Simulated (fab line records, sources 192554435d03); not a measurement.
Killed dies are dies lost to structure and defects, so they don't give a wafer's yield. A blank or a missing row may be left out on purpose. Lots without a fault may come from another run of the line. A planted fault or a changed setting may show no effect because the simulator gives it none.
Split-lot experiment | flow n5_finfet | 7 lots, 21 wafers read, on a route of 1938 steps

THE SPLIT
At N5_BEOL_M12_SPUTTER_43 (material TaN, target thk 15 nm, time 24.19 s), the setting power_w was moved away from the recipe's 15000 W on 4 of the 21 wafers read, by -9.5% to +8.7%. The other wafers ran this setting at the recipe's value.

The reading is taken at the split's own step.

THE READING
TaN_of_BEOL_M12_SPUTTER_43.thk_nm (the simulator's own value, which no gauge read), in nm, at N5_BEOL_M12_SPUTTER_43 (material TaN, target thk 15 nm, time 24.19 s). The file gives no usual value for it. The 17 wafers here that ran the recipe average 15.1 nm, standard deviation 0.26 nm.

wafer  | tool, chamber at the split | power_w as run, W | against the recipe | TaN_of_BEOL_M12_SPUTTER_43.thk_nm, nm | against lot-mates on the recipe
L074.1 | pvd_sputter-03, -          | 15000             | recipe             | 14.8                                  | -
L074.4 | pvd_sputter-03, -          | 15000             | recipe             | 14.8                                  | -
L074.5 | pvd_sputter-03, -          | 15000             | recipe             | 14.6                                  | -
L080.2 | pvd_sputter-02, -          | 15000             | recipe             | 15.2                                  | -
L080.3 | pvd_sputter-02, -          | 15000             | recipe             | 15.2                                  | -
L080.6 | pvd_sputter-02, -          | 15000             | recipe             | 15.2                                  | -
L089.2 | pvd_sputter-02, -          | 15000             | recipe             | 15.6                                  | -
L089.5 | pvd_sputter-02, -          | 15000             | recipe             | 15.6                                  | -
L089.4 | pvd_sputter-02, -          | 15000             | recipe             | 15.2                                  | -
L088.1 | pvd_sputter-02, -          | 15000             | recipe             | 15                                    | -
L088.3 | pvd_sputter-02, -          | 15000             | recipe             | 15                                    | -
L088.4 | pvd_sputter-02, -          | 15000             | recipe             | 15.2                                  | -
L091.1 | pvd_sputter-02, -          | 15000             | recipe             | 15.2                                  | -
L091.2 | pvd_sputter-02, -          | 15000             | recipe             | 15.2                                  | -
L091.4 | pvd_sputter-02, -          | 15000             | recipe             | 15                                    | -
L090.1 | pvd_sputter-03, -          | 16300             | +8.7%              | 16.2                                  | +1.0
L090.4 | pvd_sputter-03, -          | 15000             | recipe             | 15.2                                  | -
L090.6 | pvd_sputter-03, -          | 16300             | +8.7%              | 16.4                                  | +1.2
L095.2 | pvd_sputter-03, -          | 15000             | recipe             | 14.8                                  | -
L095.4 | pvd_sputter-03, -          | 13570             | -9.5%              | 13.2                                  | -1.6
L095.5 | pvd_sputter-03, -          | 13570             | -9.5%              | 13.4                                  | -1.4

THE FIT
A straight line over all 21 wafers: TaN_of_BEOL_M12_SPUTTER_43.thk_nm changes by +0.166 nm for each +1% of power_w; r = +0.93; the points scatter about the line by 0.27 nm.
The same after taking each lot's own level away (the mean of its wafers on the recipe; 21 wafers): +0.143 nm for each +1%; r = +0.98; scatter 0.12 nm.
On that fit, the largest move of power_w shifts the reading by 1.4 nm.
The lots' own levels span 14.73 to 15.47 nm, that is 2.8 times the standard deviation above.
So the lot-to-lot level changes the slope: the two fits differ.
Check: with one of the wafers moved furthest among these (-9.5%) left out of the fit, the line predicts -1.3 nm for it against its lot-mates. It came out at -1.6 nm against them.

OTHER SPLITS ON THESE WAFERS
These wafers also went through other splits before the reading. Each is held against what the fit with the lots' levels taken away leaves over:
other split on the same wafers | wafers away from the commonest value | r with TaN_of_BEOL_M12_SPUTTER_43.thk_nm (lot level and that fit taken away)
N5_BEOL_M11_DESCUM_16 time_s   | 9                                    | -0.05

THE FILE'S OWN FIT
TaN_of_BEOL_M12_SPUTTER_43.thk_nm changes by +0.144 nm for each +1% of power_w, r = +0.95.
